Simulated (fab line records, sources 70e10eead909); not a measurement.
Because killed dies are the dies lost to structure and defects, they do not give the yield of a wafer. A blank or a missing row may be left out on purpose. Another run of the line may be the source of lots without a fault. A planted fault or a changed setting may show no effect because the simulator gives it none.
fab line records	flow nand_harc
record lots=24	wafers=72	last_day=35
route steps=1302 shown A_STAIRCASE@744
lots with no fault: from the same line, run without faults
start_h: the number of hours between the record's first day and the start of the first shown wafer of the lot	wait_h: hours from the lot's prior step to this one	" unchanged from the row above	L1.1+2: a single row standing in for several wafers	- value missing, or start not given	* or withheld: withheld	< > ~ a bound
route shown NAME@n: NAME is a module with steps in the file, n the number in the route of the first one	usual: mean/standard deviation of fault-free wafers	same: alike in all rows	chamber/n: place in a boat	sites: each site's reading	_std_site: standard deviation across them	_edge_site: the outer-site mean with the inner-site mean subtracted	radius_mm: for every site, how far away it sits from the centre of the wafer	mask NAME#n: copy n	behind: the tool/chamber that last shaped the wafer	hold: reason for holding the lot/hours on hold/outcome of the hold	device: whichever transistor did not switch (one of n, p or np)	end of line: tests run on the same wafers once the route is complete	for a step that has no rows: nothing shown but its recipe	killed: dies that structure and defects cost at the first sort, which is not the same as the wafer's yield	map: dies across one wafer; x = killed, . = not, _ = none there
set.NAME: setting as actually run; set.NAME@STEP: the setting as run at that earlier step	model.NAME: the simulator's own value behind a step, which no gauge read
steps of the route over a sample of lots; a table a step, a row a wafer
services: when a tool's chamber went out of use (start_h, in hours from the record's first day, below 0 if earlier), for how many hours, and the reason
## steps
# step NHARC_A_STAIRCASE_ETCH_230
# recipe target_depth_a=1000	time_s=40.5	ion_energy_ev=400	c4f8_flow_sccm=20	o2_flow_sccm=10	ar_flow_sccm=withheld	rf_w=600	bias_w=1000	chemistry=C4F8/O2
# usual oes_product_au=0.950/0.018	rf_vpp_V=894/5
lot.wafer	tool	chamber	start_h	wait_h	oes_product_au	rf_hours_counter_h	rf_vpp_V
L074.2	rie_diel-01	3	-	-	0.947	45	894
L074.6	"	0	"	"	0.928	-	888
L074.5	"	1	"	"	0.928	-	895
L075.4	rie_diel-01	0	-	-	0.947	45	889
L075.3	"	1	"	"	0.935	49	895
L075.6	"	3	"	"	0.960	-	896
L076.4	rie_diel-04	2	-	-	0.946	8	899
L076.2	"	1	"	"	0.936	6	894
L076.5	"	2	"	"	0.946	-	899
L077.1	rie_diel-04	0	-	-	0.926	8	894
L077.3	"	1	"	"	0.934	8	894
L077.2	"	3	"	"	0.907	9	906
L078.1	rie_diel-01	3	-	-	0.939	1	894
L078.2	"	0	"	"	0.949	0	888
L078.3	"	1	"	"	0.961	0	895
L081.4	rie_diel-05	1	-	-	0.962	2	900
L081.1	"	2	"	"	0.955	2	887
L081.5	"	3	"	"	0.958	-	899
L080.2	rie_diel-01	3	-	-	0.956	10	894
L080.1	"	0	"	"	0.936	10	888
L080.5	"	1	"	"	0.960	-	895
L079.4	rie_diel-01	2	-	-	0.939	8	894
L079.2	"	0	"	"	0.946	11	888
L079.5	"	3	"	"	0.962	-	895
L082.1	rie_diel-01	2	-	-	0.944	13	895
L082.2	"	3	"	"	0.959	16	896
L082.6	"	0	"	"	0.953	-	887
L083.2	rie_diel-01	0	-	-	0.945	17	888
L083.5	"	0	"	"	0.949	-	889
L083.6	"	1	"	"	0.961	-	895
L085.3	rie_diel-04	3	-	-	0.934	38	905
L085.6	"	0	"	"	0.939	-	891
L085.5	"	1	"	"	0.942	-	892
L084.4	rie_diel-05	3	-	-	0.915	18	899
L084.2	"	0	"	"	0.953	20	889
L084.6	"	2	"	"	0.946	-	885
L086.3	rie_diel-01	3	-	-	1.003	21	896
L086.2	"	2	"	"	0.998	19	893
L086.5	"	0	"	"	0.977	-	889
L088.1	rie_diel-05	2	-	-	0.971	28	885
L088.4	"	0	"	"	0.975	33	889
L088.2	"	1	"	"	0.956	29	898
L087.3	rie_diel-04	2	-	-	0.989	44	898
L087.2	"	0	"	"	0.956	49	892
L087.5	"	1	"	"	0.990	-	892
L089.1	rie_diel-01	3	-	-	0.953	31	894
L089.5	"	2	"	"	0.950	-	896
L089.6	"	3	"	"	0.947	-	893
L090.2	rie_diel-01	2	-	-	0.948	31	894
L090.3	"	2	"	"	0.938	-	893
L090.6	"	0	"	"	0.936	-	889
L091.1	rie_diel-04	2	-	-	0.951	52	898
L091.4	"	3	"	"	0.932	56	904
L091.5	"	1	"	"	0.951	-	891
L093.3	rie_diel-05	3	-	-	0.953	53	900
L093.6	"	0	"	"	0.944	-	889
L093.5	"	1	"	"	0.940	-	899
L092.1	rie_diel-04	1	-	-	0.942	2	894
L092.3	"	2	"	"	0.962	3	898
L092.5	"	0	"	"	0.937	-	892
L094.4	rie_diel-05	2	-	-	0.950	53	888
L094.2	"	0	"	"	0.942	52	888
L094.5	"	3	"	"	0.930	-	898
L095.3	rie_diel-04	2	-	-	0.979	14	897
L095.5	"	1	"	"	0.989	-	891
L095.6	"	2	"	"	0.969	-	898
L096.3	rie_diel-04	1	-	-	0.951	12	893
L096.2	"	2	"	"	0.950	15	897
L096.5	"	3	"	"	0.931	-	905
L097.4	rie_diel-05	1	-	-	0.921	2	897
L097.3	"	3	"	"	0.934	1	898
L097.2	"	0	"	"	0.927	1	888
# step NHARC_A_STAIRCASE_DEP_259
# recipe target_thk_a=300	target_thk_nm=30	temp_c=400	pressure_torr=3.5	flow_sccm=200	rf_w=350	material=SiON
# usual chamber_pressure_Torr=3.501/0.008	heater_power_w=677/93	showerhead_vpp_V=1202/65
lot.wafer	tool	chamber	start_h	wait_h	chamber_pressure_Torr	heater_power_w	showerhead_vpp_V
L074.2	pecvd-01	0	375.83	1.3	3.507	810	1123
L074.6	"	1	"	"	3.489	623	1148
L074.5	"	0	"	"	3.492	813	1101
L075.3	pecvd-04	2	376.44	1.0	3.525	890	1134
L075.4	"	1	"	"	3.496	820	1141
L075.6	"	0	"	"	3.495	761	1224
L076.2	pecvd-03	2	392.58	1.3	3.504	627	1283
L076.5	"	2	"	"	3.507	658	1270
L076.4	"	0	"	"	3.483	605	1168
L077.3	pecvd-01	0	394.41	1.0	3.488	687	1110
L077.2	"	1	"	"	3.495	656	1149
L077.1	"	2	"	"	3.496	720	1171
L078.3	pecvd-03	0	399.05	1.0	3.507	558	1173
L078.1	"	1	"	"	3.504	590	1288
L078.2	"	2	"	"	3.494	674	1289
L081.1	pecvd-03	1	431.57	1.6	3.495	624	1278
L081.4	"	2	"	"	3.510	653	1278
L081.5	"	1	"	"	3.499	641	1285
L080.2	pecvd-03	2	433.39	1.3	3.497	595	1297
L080.1	"	0	"	"	3.499	564	1175
L080.5	"	1	"	"	3.509	695	1268
L079.2	pecvd-03	2	438.94	1.3	3.491	609	1288
L079.5	"	0	"	"	3.498	609	1184
L079.4	"	1	"	"	3.499	632	1302
L082.1	pecvd-03	0	462.96	1.6	3.502	541	1173
L082.2	"	1	"	"	3.502	636	1289
L082.6	"	1	"	"	3.510	628	1278
L083.2	pecvd-03	1	464.69	1.3	3.496	678	1268
L083.5	"	0	"	"	3.495	526	1181
L083.6	"	1	"	"	3.507	695	1268
L085.3	pecvd-03	1	473.98	1.0	3.498	672	1283
L085.5	"	0	"	"	3.500	623	1160
L085.6	"	2	"	"	3.520	621	1284
L084.2	pecvd-03	1	474.46	1.3	3.512	681	1303
L084.6	"	1	"	"	3.506	657	1261
L084.4	"	0	"	"	3.502	618	1157
L086.3	pecvd-03	0	483.34	1.0	3.499	620	1152
L086.2	"	2	"	"	3.512	591	1267
L086.5	"	2	"	"	3.507	601	1294
L088.2	pecvd-03	2	505.66	1.3	3.506	611	1270
L088.1	"	1	"	"	3.510	654	1287
L088.4	"	2	"	"	3.508	602	1253
L087.3	pecvd-01	0	507.27	1.0	3.488	735	1104
L087.2	"	1	"	"	3.496	721	1159
L087.5	"	1	"	"	3.495	732	1142
L089.1	pecvd-03	0	513.51	1.7	3.514	650	1178
L089.6	"	2	"	"	3.501	566	1270
L089.5	"	0	"	"	3.498	521	1152
L090.3	pecvd-03	0	528.52	0.9	3.502	595	1161
L090.2	"	1	"	"	3.503	695	1291
L090.6	"	2	"	"	3.507	607	1261
L091.1	pecvd-01	1	536.89	1.6	3.498	542	1151
L091.4	"	1	"	"	3.511	554	1153
L091.5	"	2	"	"	3.489	779	1161
L093.3	pecvd-01	1	554.56	1.3	3.493	668	1134
L093.5	"	2	"	"	3.502	854	1169
L093.6	"	0	"	"	3.489	716	1091
L092.1	pecvd-01	0	560.48	1.6	3.499	693	1103
L092.3	"	2	"	"	3.502	856	1163
L092.5	"	1	"	"	3.507	629	1146
L094.2	pecvd-01	0	568.47	1.3	3.489	801	1102
L094.5	"	0	"	"	3.506	813	1101
L094.4	"	1	"	"	3.500	585	1146
L095.3	pecvd-04	0	592.60	0.9	3.498	799	1224
L095.6	"	0	"	"	3.486	839	1223
L095.5	"	1	"	"	3.502	737	1140
L096.2	pecvd-03	2	595.71	1.3	3.503	646	1286
L096.3	"	0	"	"	3.499	660	1181
L096.5	"	2	"	"	3.511	682	1277
L097.3	pecvd-04	0	606.32	1.0	3.500	717	1213
L097.2	"	1	"	"	3.513	798	1148
L097.4	"	0	"	"	3.502	723	1231
# step NHARC_A_STAIRCASE_DEP_301
# recipe target_thk_a=300	target_thk_nm=30	temp_c=400	pressure_torr=3.5	flow_sccm=200	rf_w=350	material=SiON
# usual chamber_pressure_Torr=3.500/0.007	heater_power_w=735/110	showerhead_vpp_V=1180/58
lot.wafer	tool	chamber	start_h	wait_h	chamber_pressure_Torr	heater_power_w	showerhead_vpp_V
L074.2	pecvd-03	0	390.18	1.3	3.497	625	1171
L074.5	"	1	"	"	3.474	628	1273
L074.6	"	2	"	"	3.489	596	1270
L075.3	pecvd-01	2	390.75	1.0	3.496	743	1164
L075.4	"	1	"	"	3.493	597	1162
L075.6	"	0	"	"	3.500	773	1091
L076.2	pecvd-01	0	405.14	1.3	3.513	749	1115
L076.4	"	0	"	"	3.492	753	1091
L076.5	"	1	"	"	3.498	713	1157
L077.3	pecvd-04	1	406.95	0.9	3.492	809	1132
L077.1	"	2	"	"	3.512	907	1156
L077.2	"	0	"	"	3.508	831	1220
L078.2	pecvd-04	1	411.95	1.3	3.509	757	1145
L078.3	"	2	"	"	3.495	890	1132
L078.1	"	0	"	"	3.512	745	1231
L081.1	pecvd-01	1	445.94	1.6	3.506	655	1149
L081.5	"	2	"	"	3.499	760	1159
L081.4	"	0	"	"	3.507	790	1118
L080.2	pecvd-04	0	446.06	1.3	3.498	863	1223
L080.1	"	1	"	"	3.496	765	1159
L080.5	"	1	"	"	3.505	771	1125
L079.2	pecvd-03	1	456.18	1.6	3.501	592	1266
L079.4	"	2	"	"	3.497	643	1266
L079.5	"	0	"	"	3.511	624	1164
L082.2	pecvd-03	1	477.54	1.2	3.510	690	1252
L082.1	"	0	"	"	3.494	545	1158
L082.6	"	2	"	"	3.510	615	1293
L083.2	pecvd-03	1	479.69	1.3	3.500	674	1262
L083.6	"	0	"	"	3.496	585	1156
L083.5	"	2	"	"	3.509	651	1266
L085.3	pecvd-03	1	486.40	1.0	3.505	598	1258
L085.6	"	0	"	"	3.505	554	1164
L085.5	"	2	"	"	3.498	615	1262
L084.2	pecvd-03	1	486.66	1.3	3.494	593	1291
L084.4	"	2	"	"	3.501	620	1276
L084.6	"	1	"	"	3.495	601	1295
L086.2	pecvd-04	0	494.37	1.3	3.494	786	1245
L086.3	"	1	"	"	3.499	807	1138
L086.5	"	1	"	"	3.506	839	1116
L088.1	pecvd-01	2	526.85	1.6	3.506	728	1154
L088.2	"	0	"	"	3.498	784	1100
L088.4	"	0	"	"	3.505	788	1094
L087.2	pecvd-04	2	527.09	1.3	3.491	901	1131
L087.3	"	0	"	"	3.500	823	1234
L087.5	"	1	"	"	3.487	843	1120
L089.1	pecvd-01	2	530.41	1.6	3.505	857	1169
L089.5	"	1	"	"	3.495	582	1159
L089.6	"	0	"	"	3.507	723	1106
L090.2	pecvd-04	1	539.75	1.3	3.497	810	1148
L090.3	"	2	"	"	3.487	930	1129
L090.6	"	1	"	"	3.499	819	1131
L091.1	pecvd-01	2	554.67	1.8	3.498	740	1154
L091.4	"	2	"	"	3.502	747	1168
L091.5	"	1	"	"	3.484	571	1153
L093.3	pecvd-01	0	570.31	1.0	3.502	831	1106
L093.6	"	0	"	"	3.510	824	1098
L093.5	"	2	"	"	3.498	860	1161
L092.3	pecvd-04	1	573.09	0.9	3.495	813	1134
L092.1	"	0	"	"	3.499	755	1257
L092.5	"	0	"	"	3.504	739	1228
L094.2	pecvd-04	1	580.67	1.3	3.499	846	1147
L094.4	"	1	"	"	3.493	813	1131
L094.5	"	2	"	"	3.500	880	1149
L095.3	pecvd-03	2	606.94	1.0	3.499	614	1272
L095.5	"	1	"	"	3.498	630	1273
L095.6	"	2	"	"	3.495	635	1287
L096.2	pecvd-01	2	608.11	1.2	3.500	840	1145
L096.3	"	0	"	"	3.501	795	1102
L096.5	"	2	"	"	3.495	861	1173
L097.2	pecvd-04	2	620.18	1.3	3.496	935	1141
L097.3	"	0	"	"	3.491	812	1223
L097.4	"	2	"	"	3.516	924	1158
# step NHARC_A_STAIRCASE_DESCUM_312
# recipe time_s=3	o2_flow_sccm=200	ar_flow_sccm=0	bias_power_w=0	chemistry=O2
# usual drypump_motor_current_A=5.9/0.54	oes_product_au=1.000/0.011	rf_vpp_V=57.5/0.76	showerhead_plenum_p_Torr=1.88/0.079	throttle_valve_pct=11.311/0.0083
lot.wafer	tool	chamber	start_h	wait_h	drypump_motor_current_A	oes_product_au	rf_hours_counter_h	rf_vpp_V	showerhead_plenum_p_Torr	throttle_valve_pct
L074.2	rie_diel-04	3	390.98	-	6.5	0.968	10	56.3	2.07	11.320
L074.5	"	3	"	"	6.6	0.974	-	58.6	2.07	11.321
L074.6	"	0	"	"	5.5	0.989	-	57.0	1.88	11.314
L075.3	rie_diel-05	0	391.70	-	6.0	0.997	48	57.8	1.81	11.302
L075.4	"	1	"	"	4.9	1.002	48	58.3	1.96	11.310
L075.6	"	0	"	"	6.0	0.986	-	57.2	1.81	11.312
L076.4	rie_diel-01	3	405.98	-	6.3	1.003	6	57.7	1.89	11.304
L076.2	"	0	"	"	6.7	0.989	6	56.9	1.80	11.302
L076.5	"	2	"	"	6.2	1.014	-	55.9	1.88	11.319
L077.1	rie_diel-01	3	407.80	-	6.4	1.013	6	57.7	1.89	11.306
L077.3	"	0	"	"	6.7	0.994	6	56.1	1.80	11.320
L077.2	"	2	"	"	6.2	1.011	4	55.9	1.88	11.305
L078.1	rie_diel-04	1	412.82	-	5.6	1.004	16	56.1	1.86	11.308
L078.3	"	2	"	"	5.3	1.018	16	57.1	1.95	11.300
L078.2	"	3	"	"	6.6	0.985	16	57.7	2.07	11.324
L081.4	rie_diel-01	3	446.74	-	6.4	1.024	12	56.8	1.89	11.314
L081.1	"	2	"	"	6.2	1.010	10	56.9	1.88	11.314
L081.5	"	3	"	"	6.3	1.017	-	58.9	1.89	11.315
L080.2	rie_diel-05	0	447.05	-	6.0	1.010	7	56.8	1.81	11.321
L080.1	"	2	"	"	5.7	0.990	8	59.1	1.78	11.306
L080.5	"	0	"	"	6.0	1.010	-	57.7	1.81	11.311
L079.4	rie_diel-04	1	457.10	-	5.6	1.002	34	57.3	1.86	11.321
L079.2	"	2	"	"	5.2	0.998	32	57.2	1.94	11.314
L079.5	"	2	"	"	5.2	1.002	-	57.2	1.94	11.306
L082.2	rie_diel-05	2	478.51	-	5.7	1.007	21	56.4	1.77	11.301
L082.1	"	0	"	"	6.0	1.014	23	58.0	1.80	11.308
L082.6	"	2	"	"	5.7	1.002	-	57.3	1.77	11.302
L083.2	rie_diel-05	0	480.51	-	6.0	1.009	23	57.6	1.80	11.303
L083.6	"	0	"	"	6.0	1.008	-	57.3	1.80	11.314
L083.5	"	1	"	"	4.9	0.998	-	58.5	1.95	11.311
L085.3	rie_diel-01	1	487.35	-	6.0	1.003	21	58.5	1.89	11.312
L085.6	"	1	"	"	6.0	1.016	-	56.5	1.89	11.303
L085.5	"	2	"	"	6.1	1.012	-	57.0	1.88	11.305
L084.4	rie_diel-05	1	487.58	-	4.9	1.005	24	59.1	1.95	11.312
L084.2	"	3	"	"	5.2	0.996	25	57.7	1.96	11.311
L084.6	"	1	"	"	5.0	1.004	-	58.5	1.95	11.307
L086.2	rie_diel-04	3	495.32	-	6.6	0.975	47	58.3	2.06	11.324
L086.3	"	0	"	"	5.5	0.984	48	57.3	1.87	11.309
L086.5	"	3	"	"	6.6	0.974	-	59.0	2.06	11.324
L088.2	rie_diel-01	0	527.80	-	6.7	1.004	39	56.6	1.79	11.314
L088.1	"	1	"	"	6.1	1.014	32	56.6	1.89	11.312
L088.4	"	1	"	"	6.1	1.009	-	56.9	1.89	11.312
L087.2	rie_diel-05	0	528.04	-	6.0	1.008	41	56.2	1.80	11.308
L087.3	"	3	"	"	5.3	0.997	42	58.5	1.95	11.305
L087.5	"	0	"	"	6.0	1.000	-	57.8	1.80	11.326
L089.1	rie_diel-05	1	531.40	-	4.9	0.990	41	57.4	1.95	11.302
L089.5	"	0	"	"	6.0	1.003	-	56.3	1.80	11.310
L089.6	"	1	"	"	4.9	0.987	-	58.1	1.95	11.308
L090.2	rie_diel-01	2	540.71	-	6.1	0.994	42	58.1	1.87	11.310
L090.3	"	1	"	"	6.1	1.014	38	57.0	1.89	11.295
L090.6	"	2	"	"	6.2	0.997	-	57.2	1.87	11.293
L091.4	rie_diel-05	3	555.66	-	5.3	0.994	55	58.7	1.95	11.332
L091.1	"	2	"	"	5.7	1.006	52	57.5	1.76	11.308
L091.5	"	0	"	"	6.0	0.996	-	57.1	1.79	11.317
L093.3	rie_diel-01	3	571.31	-	6.3	1.013	1	58.6	1.88	11.320
L093.6	"	1	"	"	6.1	1.007	-	57.9	1.89	11.296
L093.5	"	2	"	"	6.1	0.992	-	56.7	1.87	11.315
L092.3	rie_diel-01	2	574.57	-	6.2	0.989	5	57.6	1.87	11.320
L092.1	"	3	"	"	6.3	1.010	3	57.8	1.88	11.310
L092.5	"	1	"	"	6.1	1.004	-	57.4	1.88	11.328
L094.4	rie_diel-01	0	581.51	-	6.7	0.989	5	56.9	1.78	11.309
L094.2	"	1	"	"	6.1	0.997	7	56.1	1.88	11.310
L094.5	"	0	"	"	6.7	0.988	-	57.5	1.78	11.303
L095.3	rie_diel-04	0	607.88	-	5.5	1.002	20	58.1	1.86	11.314
L095.5	"	2	"	"	5.2	1.019	-	57.6	1.93	11.312
L095.6	"	3	"	"	6.6	0.995	-	57.9	2.05	11.316
L096.3	rie_diel-05	3	609.14	-	5.2	0.992	6	58.2	1.94	11.293
L096.2	"	0	"	"	6.0	0.975	6	57.5	1.79	11.295
L096.5	"	2	"	"	5.7	1.002	-	57.1	2.07	11.307
L097.3	rie_diel-04	1	621.01	-	5.6	1.004	20	58.2	1.84	11.306
L097.2	"	0	"	"	5.5	0.997	22	57.7	1.86	11.312
L097.4	"	3	"	"	6.6	0.999	-	57.7	2.05	11.318
# step NHARC_A_STAIRCASE_ETCH_313
# recipe cf4_flow_sccm=100	chf3_flow_sccm=30	ar_flow_sccm=0	rf_w=500	bias_w=200	chemistry=CF4/CHF3
# usual chf3_flow_sccm=30.01/0.085	drypump_motor_current_A=5.8/0.53	oes_product_au=0.935/0.021	rf_vpp_V=369.9/2.3	showerhead_plenum_p_Torr=1.55/0.061	throttle_valve_pct=16.802/0.0092
lot.wafer	tool	chamber	start_h	wait_h	chf3_flow_sccm	drypump_motor_current_A	oes_product_au	rf_hours_counter_h	rf_vpp_V	showerhead_plenum_p_Torr	throttle_valve_pct
L074.2	rie_diel-04	2	391.08	0.1	29.93	5.2	0.944	10	372.3	1.60	16.795
L074.5	"	1	"	"	29.94	5.6	0.935	-	368.7	1.53	16.801
L074.6	"	2	"	"	29.90	5.3	0.939	-	371.1	1.60	16.798
L075.3	rie_diel-05	1	391.80	0.1	29.98	4.9	0.931	48	371.9	1.61	16.790
L075.4	"	3	"	"	29.98	5.3	0.924	57	372.5	1.61	16.807
L075.6	"	0	"	"	30.07	6.0	0.919	-	368.3	1.49	16.798
L076.4	rie_diel-01	3	406.07	0.1	29.83	6.3	0.974	6	368.8	1.55	16.796
L076.2	"	0	"	"	30.09	6.7	0.976	6	368.7	1.48	16.805
L076.5	"	1	"	"	29.91	6.1	0.987	-	369.9	1.56	16.794
L077.1	rie_diel-01	2	407.89	0.1	29.93	6.2	0.932	4	369.5	1.55	16.810
L077.3	"	3	"	"	30.00	6.3	0.929	6	370.0	1.55	16.810
L077.2	"	1	"	"	30.05	6.1	0.931	4	370.7	1.56	16.806
L078.2	rie_diel-04	0	412.90	0.1	29.98	5.4	0.921	16	369.0	1.54	16.799
L078.1	"	1	"	"	30.11	5.6	0.940	16	369.3	1.53	16.812
L078.3	"	2	"	"	30.09	5.2	0.945	16	369.5	1.60	16.805
L081.1	rie_diel-01	2	446.82	0.1	29.98	6.2	0.930	10	369.8	1.55	16.801
L081.4	"	0	"	"	29.94	6.7	0.925	13	368.4	1.48	16.807
L081.5	"	2	"	"	30.11	6.2	0.926	-	370.0	1.55	16.812
L080.2	rie_diel-05	2	447.14	0.1	30.15	5.7	0.917	8	367.8	1.47	16.789
L080.1	"	0	"	"	30.04	6.0	0.938	7	367.6	1.49	16.806
L080.5	"	2	"	"	30.10	5.7	0.924	-	366.3	1.47	16.808
L079.4	rie_diel-04	3	457.24	0.1	29.94	6.6	0.901	33	374.9	1.69	16.797
L079.2	"	1	"	"	29.94	5.6	0.932	34	369.3	1.53	16.805
L079.5	"	3	"	"	30.10	6.6	0.901	-	375.1	1.69	16.802
L082.1	rie_diel-05	0	478.60	0.1	30.17	6.0	0.927	23	367.9	1.49	16.787
L082.2	"	1	"	"	29.94	4.9	0.918	21	371.0	1.60	16.822
L082.6	"	1	"	"	30.01	4.9	0.922	-	372.0	1.60	16.815
L083.2	rie_diel-05	0	480.63	0.1	30.02	6.0	0.977	23	367.0	1.49	16.809
L083.5	"	1	"	"	30.02	4.9	0.957	-	370.8	1.60	16.811
L083.6	"	2	"	"	30.08	5.7	0.981	-	366.4	1.46	16.806
L085.3	rie_diel-01	0	487.46	0.1	29.92	6.7	0.923	24	368.3	1.48	16.807
L085.6	"	1	"	"	29.95	6.1	0.934	-	370.1	1.56	16.794
L085.5	"	2	"	"	30.04	6.2	0.926	-	369.9	1.54	16.802
L084.4	rie_diel-05	2	487.67	0.1	30.12	5.8	0.938	23	364.8	1.46	16.809
L084.2	"	0	"	"	29.99	6.0	0.936	26	367.2	1.49	16.802
L084.6	"	2	"	"	29.89	5.7	0.928	-	368.4	1.46	16.812
L086.2	rie_diel-04	3	495.40	0.1	29.97	6.6	0.913	47	375.3	1.69	16.789
L086.3	"	2	"	"	29.94	5.2	0.929	42	370.6	1.59	16.808
L086.5	"	0	"	"	29.96	5.5	0.922	-	370.1	1.54	16.802
L088.1	rie_diel-01	1	528.03	0.2	30.02	6.1	0.935	32	370.6	1.55	16.809
L088.2	"	2	"	"	30.01	6.1	0.926	36	370.2	1.54	16.796
L088.4	"	2	"	"	29.98	6.1	0.922	-	369.2	1.54	16.814
L087.3	rie_diel-05	1	528.13	0.1	29.98	4.9	0.908	38	371.3	1.60	16.795
L087.2	"	0	"	"	29.99	6.0	0.927	41	367.0	1.48	16.796
L087.5	"	2	"	"	30.01	5.7	0.931	-	365.8	1.46	16.818
L089.1	rie_diel-05	1	531.56	0.2	30.01	4.9	0.927	41	371.5	1.60	16.810
L089.5	"	3	"	"	29.93	5.2	0.914	-	371.9	1.60	16.788
L089.6	"	0	"	"	29.96	6.0	0.929	-	367.4	1.48	16.795
L090.2	rie_diel-01	3	540.81	0.1	30.01	6.3	0.931	36	370.1	1.55	16.802
L090.3	"	0	"	"	30.16	6.7	0.926	45	367.7	1.47	16.813
L090.6	"	3	"	"	29.97	6.4	0.926	-	368.1	1.55	16.807
L091.1	rie_diel-05	3	555.76	0.1	30.17	5.3	0.925	55	371.7	1.60	16.815
L091.4	"	0	"	"	29.96	6.0	0.933	51	366.7	1.48	16.821
L091.5	"	2	"	"	29.97	5.7	0.941	-	367.1	1.46	16.810
L093.3	rie_diel-01	3	571.41	0.1	29.99	6.3	0.980	1	371.4	1.55	16.815
L093.6	"	0	"	"	29.93	6.7	0.972	-	367.8	1.47	16.803
L093.5	"	1	"	"	29.85	6.1	0.960	-	369.6	1.55	16.793
L092.3	rie_diel-01	1	574.71	0.1	30.12	6.1	0.935	5	371.2	1.55	16.803
L092.1	"	3	"	"	30.09	6.3	0.933	3	370.8	1.55	16.801
L092.5	"	1	"	"	30.08	6.1	0.920	-	370.9	1.55	16.804
L094.2	rie_diel-01	1	581.58	0.1	29.88	6.1	0.974	7	369.2	1.55	16.785
L094.4	"	0	"	"	29.80	6.7	0.956	5	367.6	1.47	16.794
L094.5	"	1	"	"	29.94	6.1	0.978	-	368.6	1.55	16.798
L095.3	rie_diel-04	1	607.96	0.1	29.96	5.6	0.945	18	367.4	1.52	16.810
L095.5	"	3	"	"	30.01	6.5	0.924	-	373.3	1.68	16.829
L095.6	"	0	"	"	30.12	5.5	0.916	-	368.6	1.53	16.802
L096.2	rie_diel-05	0	609.22	0.1	29.93	6.0	0.972	6	366.6	1.48	16.809
L096.3	"	1	"	"	29.85	4.9	0.962	6	372.0	1.59	16.808
L096.5	"	3	"	"	29.98	5.2	0.977	-	371.7	1.60	16.794
L097.3	rie_diel-04	1	621.11	0.1	30.01	5.6	0.931	20	368.3	1.52	16.819
L097.2	"	3	"	"	30.17	6.6	0.911	26	373.9	1.68	16.803
L097.4	"	0	"	"	30.11	5.5	0.918	-	368.6	1.53	16.807
# step NHARC_A_STAIRCASE_CMP_450
# recipe target_thk_nm=200	material=SiO2
# usual motor_current_A=12.4/1.2	slurry_flow_ml_min=150.0/0.48
lot.wafer	tool	chamber	start_h	wait_h	motor_current_A	slurry_flow_ml_min
L074.2	cmp-02	0	445.13	-	14.5	150.3
L074.6	"	3	"	"	13.1	150.3
L074.5	"	0	"	"	13.0	149.9
L075.3	cmp-01	3	448.06	-	13.6	149.5
L075.4	"	0	"	"	12.5	149.9
L075.6	"	2	"	"	14.0	149.9
L077.1	cmp-01	1	454.81	-	12.8	149.8
L077.3	"	2	"	"	13.5	150.6
L077.2	"	0	"	"	13.1	149.0
L076.2	cmp-01	1	455.10	-	12.2	150.4
L076.4	"	2	"	"	13.1	150.4
L076.5	"	1	"	"	13.0	150.5
L078.3	cmp-01	2	463.29	-	13.7	150.4
L078.2	"	3	"	"	13.0	150.5
L078.1	"	1	"	"	12.5	150.2
L080.2	cmp-01	2	493.82	-	13.5	150.3
L080.1	"	3	"	"	13.1	148.8
L080.5	"	0	"	"	12.3	150.1
L081.4	cmp-02	2	494.10	-	11.7	150.1
L081.1	"	3	"	"	12.8	150.3
L081.5	"	3	"	"	13.4	150.0
L079.4	cmp-01	1	501.79	-	12.8	149.9
L079.2	"	3	"	"	13.0	149.9
L079.5	"	1	"	"	12.7	150.4
L083.2	cmp-01	0	526.96	-	13.6	150.0
L083.5	"	3	"	"	12.7	149.6
L083.6	"	0	"	"	12.3	149.7
L082.1	cmp-03	0	528.10	-	10.7	150.0
L082.2	"	1	"	"	11.0	149.3
L082.6	"	1	"	"	11.2	150.3
L084.2	cmp-01	3	533.73	-	12.6	150.1
L084.4	"	1	"	"	12.7	149.9
L084.6	"	3	"	"	13.5	150.7
L085.3	cmp-02	1	534.63	-	11.3	149.8
L085.5	"	3	"	"	13.5	149.9
L085.6	"	0	"	"	13.3	150.8
L086.3	cmp-01	3	543.22	-	12.5	149.8
L086.2	"	1	"	"	12.0	150.2
L086.5	"	0	"	"	12.6	150.0
L089.1	cmp-01	3	576.83	-	13.0	149.9
L089.6	"	3	"	"	12.5	150.1
L089.5	"	0	"	"	12.7	150.1
L087.3	cmp-03	0	576.96	-	10.4	149.3
L087.2	"	3	"	"	12.3	149.9
L087.5	"	0	"	"	10.7	149.7
L088.1	cmp-03	3	578.12	-	12.2	149.2
L088.4	"	1	"	"	11.1	150.4
L088.2	"	2	"	"	9.6	150.0
L090.3	cmp-03	3	589.33	-	13.3	150.0
L090.2	"	1	"	"	10.6	149.4
L090.6	"	3	"	"	12.6	149.4
L091.1	cmp-03	1	608.51	-	10.0	149.4
L091.4	"	0	"	"	11.1	151.0
L091.5	"	2	"	"	10.2	150.5
L094.4	cmp-01	1	627.69	-	12.5	149.5
L094.2	"	3	"	"	13.5	150.6
L094.5	"	1	"	"	12.7	149.9
L093.3	cmp-03	2	628.65	-	9.6	150.4
L093.6	"	2	"	"	9.6	149.5
L093.5	"	3	"	"	12.8	149.2
L092.3	cmp-01	1	628.67	-	13.2	149.8
L092.1	"	3	"	"	12.7	149.9
L092.5	"	1	"	"	12.4	150.3
L096.3	cmp-01	2	656.40	-	13.7	149.8
L096.2	"	0	"	"	12.9	149.9
L096.5	"	2	"	"	13.3	149.1
L095.3	cmp-01	2	656.56	-	13.5	150.5
L095.5	"	1	"	"	13.0	150.0
L095.6	"	2	"	"	13.9	150.4
L097.4	cmp-03	0	669.36	-	11.0	150.7
L097.3	"	1	"	"	10.5	149.8
L097.2	"	2	"	"	9.5	150.4
## services
tool	chamber	start_h	hours	kind
rie_diel-04	-	356.38	9.0	pm
pecvd-03	1	361.79	13.5	repair
pecvd-03	-	366.43	13.0	pm
rie_diel-01	-	382.01	9.0	pm
rie_diel-05	1	404.34	10.2	repair
rie_diel-05	-	407.70	9.0	pm
rie_diel-01	2	418.37	5.0	repair
rie_diel-01	3	432.83	5.4	repair
pecvd-01	1	459.17	21.9	repair
pecvd-01	-	509.99	13.0	pm
rie_diel-01	3	518.23	14.8	repair
rie_diel-04	-	533.38	9.0	pm
rie_diel-01	1	541.13	11.0	repair
rie_diel-05	0	541.14	4.4	repair
pecvd-03	-	547.56	13.0	pm
rie_diel-01	-	559.01	9.0	pm
rie_diel-05	0	571.25	7.7	repair
rie_diel-05	-	584.74	9.0	pm
rie_diel-04	2	591.69	4.0	repair
rie_diel-04	2	620.67	3.5	repair
rie_diel-05	3	621.63	9.3	repair
pecvd-03	0	648.50	4.9	repair
rie_diel-01	2	655.21	1.5	repair
rie_diel-04	1	656.79	14.2	repair
## key
fault none
